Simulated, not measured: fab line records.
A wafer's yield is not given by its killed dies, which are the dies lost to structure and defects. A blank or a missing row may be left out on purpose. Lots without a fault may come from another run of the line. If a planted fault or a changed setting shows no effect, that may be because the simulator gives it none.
Which tool did it?    flow n5Finfet    33 wafers from 12 lots sampled at 5 of the route's 1938 steps

== WHAT THE GAUGES READ, wafer by wafer ==
No reading from a measuring or inspecting step in the record can be judged against a usual standard deviation.

== TOOL THAT RAN EACH LOT (tool first, then ch and the chambers of the sampled wafers, then the start) ==
lot   N5_BEOL_M10_ETCH_65                N5_BEOL_M10_CURE_72           N5_BEOL_M10_SURFACE_TREAT_76  N5_BEOL_M10_CVD_75               N5_PASSIVATION_PROBE_49
L310  rieDiel-05 ch 2,3, day 11 01:24    uvCure-02 ch 1, day 11 02:04  pvdSputter-03, day 11 04:37   cvdCo-01 ch 1,2, day 11 04:41    -
L311  rieDiel-01 ch 0,3, day 11 13:45    uvCure-03 ch 0, day 11 14:29  pvdSputter-03, day 11 15:22   cvdCo-02 ch 0,2, day 11 15:39    -
L313  rieDiel-01 ch 1,2,3, day 12 06:36  uvCure-01 ch 0, day 12 07:21  pvdSputter-01, day 12 08:03   cvdCo-02 ch 0,1,2, day 12 08:09  -
L312  rieDiel-05 ch 0,1,3, day 12 06:37  uvCure-02 ch 2, day 12 07:22  pvdSputter-01, day 12 08:10   cvdCo-01 ch 1,2, day 12 08:16    prober-01, day 14 10:36
L316  rieDiel-05 ch 0,3, day 12 10:05    uvCure-03 ch 0, day 12 10:45  pvdSputter-01, day 12 12:19   cvdCo-02 ch 0,1,2, day 12 12:36  -
L318  rieDiel-05 ch 1,2,3, day 13 00:20  uvCure-03 ch 1, day 13 01:00  pvdSputter-01, day 13 01:48   cvdCo-01 ch 1,2, day 13 01:52    prober-02, day 15 01:00
L317  rieDiel-01 ch 0,2,3, day 13 00:34  uvCure-01 ch 0, day 13 01:14  pvdSputter-01, day 13 02:19   cvdCo-02 ch 1,2, day 13 02:23    -
L319  rieDiel-05 ch 1,2, day 13 00:53    uvCure-01 ch 0, day 13 01:35  pvdSputter-03, day 13 06:42   cvdCo-02 ch 1,2, day 13 06:56    -
L327  rieDiel-03 ch 0,3, day 16 05:08    uvCure-03 ch 1, day 16 06:02  pvdSputter-02, day 16 06:57   cvdCo-02 ch 0,1, day 16 07:07    prober-01, day 18 08:11
L328  rieDiel-01 ch 0,1, day 16 14:52    uvCure-02 ch 2, day 16 15:31  pvdSputter-02, day 16 16:27   cvdCo-02 ch 1,2, day 16 16:31    -
L331  rieDiel-05 ch 0,1,3, day 16 22:08  uvCure-02 ch 2, day 16 22:50  pvdSputter-02, day 16 23:32   cvdCo-01 ch 0,1,2, day 16 23:36  -
L330  rieDiel-03 ch 0,1, day 16 22:18    uvCure-03 ch 2, day 16 23:00  pvdSputter-01, day 17 01:02   cvdCo-02 ch 1,2, day 17 01:20    -
- N5_BEOL_M10_ETCH_65: etches SiARC in CF4, target depth 39 nm, time 65 s.
- N5_BEOL_M10_CURE_72: cures SiCOH lowk, time 120 s.
- N5_BEOL_M10_SURFACE_TREAT_76
- N5_BEOL_M10_CVD_75: deposits Co from CCTBA/H2, target thk 2 nm, time 138.9 s.
- N5_PASSIVATION_PROBE_49

== AS READ BY THE TOOLS THEMSELVES (means over the sampled wafers that have a number; for cases with no such wafer, the mark the record gives instead) ==
N5_BEOL_M10_ETCH_65.
lot   tool        drypumpMotorCurrentA (A)  etchRfOnTimeS (s)  oesProductAu (a.u.)  rfVppV (V)  showerheadPlenumPTorr (Torr)  throttleValvePct (%)
L310  rieDiel-05  5.3                       63.8               0.72                 185.4       2.26                          15.65
L311  rieDiel-01  5.7                       66.1               0.62                 184.4       2.20                          15.64
L313  rieDiel-01  5.2                       64.6               0.64                 184.5       2.19                          15.73
L312  rieDiel-05  5.5                       65.9               0.68                 184.2       2.13                          15.70
L316  rieDiel-05  5.1                       66.4               0.68                 184.2       2.20                          15.77
L318  rieDiel-05  5.3                       64.0               0.70                 184.6       2.19                          15.66
L317  rieDiel-01  5.6                       66.7               0.61                 184.0       2.18                          15.73
L319  rieDiel-05  5.7                       62.5               0.70                 183.8       2.12                          15.58
L327  rieDiel-03  6.1                       63.4               0.69                 185.0       2.24                          15.69
L328  rieDiel-01  5.8                       65.2               0.65                 183.6       2.13                          15.55
L331  rieDiel-05  5.5                       65.7               0.66                 183.7       2.12                          15.78
L330  rieDiel-03  5.5                       65.8               0.61                 185.0       2.17                          15.73

N5_BEOL_M10_CURE_72.
lot   tool       lampPowerPct (%)  wafer_temp_C_max
L310  uvCure-02  52.29             371.6
L311  uvCure-03  52.27             371.1
L313  uvCure-01  52.31             372.0
L312  uvCure-02  52.29             372.0
L316  uvCure-03  52.24             371.2
L318  uvCure-03  52.37             372.4
L317  uvCure-01  52.32             371.8
L319  uvCure-01  52.27             371.6
L327  uvCure-03  52.30             372.1
L328  uvCure-02  52.26             371.6
L331  uvCure-02  52.28             371.7
L330  uvCure-03  52.30             371.7

N5_BEOL_M10_CVD_75.
lot   tool      runLengthS (s)
L310  cvdCo-01  161.6
L311  cvdCo-02  161.8
L313  cvdCo-02  162.1
L312  cvdCo-01  161.2
L316  cvdCo-02  161.9
L318  cvdCo-01  161.7
L317  cvdCo-02  162.3
L319  cvdCo-02  162.0
L327  cvdCo-02  207.3
L328  cvdCo-02  207.1
L331  cvdCo-01  161.7
L330  cvdCo-02  206.8

N5_PASSIVATION_PROBE_49.
lot   tool       defectLimitedYield (%)  killed_at_M0_to_M3  killed_at_M4_up  killedAtContacts  killedAtFrontEnd  killedAtOther  killedDies  killedOpen  killedShort  sort_bin_5_function (%)  sort_bin_6_memory (%)  sortNPass  sortYieldPct (%)
L312  prober-01  91.8                    35                  12               12                37                1.0            97          70          26           4.6                      3.5                    1083       91.8
L318  prober-02  90.1                    40                  14               25                37                2.7            117         81          33           5.4                      4.1                    1063       90.1
L327  prober-01  92.0                    20                  10               20                40                5.5            94          66          24           5.1                      2.8                    1086       92.0

== THE ANSWER, worked out from the rows above alone ==
Rule: the lots themselves supply what counts as usual. The widest of any qualifying gaps counts: lots, ordered by their means at a reading, are off when they make up no more than a third of the lots, leave a main group of 4 or more, and stand apart from it by 3 or more times the standard deviation of that group's means. A main group whose means are all the same, to the digits that the tables above print for the reading, isn't used. A lot without any number at a reading at which 4 lots or more have one is off too. Any other lot the step has rows for is counted as sound. After the gauges, taken in route order, come the tools' own readings; for these a lot's mean is taken, as printed above. At the first step where some lot is off, the reading lying furthest off is the one used; lots without a number count as furthest.
Off: L327, L328, L330 (N5_BEOL_M10_CVD_75, runLengthS). For the main group the mean is 161.8 s and the standard deviation 0.3.
If a tool, at that step or one of the process steps before it, ran each lot that is off and ran no sound lot following the first of them, it fits. One candidate fits, namely cvdCo-02 at N5_BEOL_M10_CVD_75. A fault onset in the window from L319 (day 13 06:56, its last sound lot) to L327 (day 16 07:07, its first lot off) fits.
On the lots that are off, the tool's own readings at N5_BEOL_M10_CVD_75 differ by more than 5 times the standard deviation of the sound lots' means, which bears it out; runLengthS reads 207.1 s there versus 161.8 s on the sound lots.

== WHAT HAD BEEN PUT IN BY THE SIMULATOR ==
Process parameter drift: cvdCo-02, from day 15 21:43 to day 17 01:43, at N5_BEOL_M10_CVD_75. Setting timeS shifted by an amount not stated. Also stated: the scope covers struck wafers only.
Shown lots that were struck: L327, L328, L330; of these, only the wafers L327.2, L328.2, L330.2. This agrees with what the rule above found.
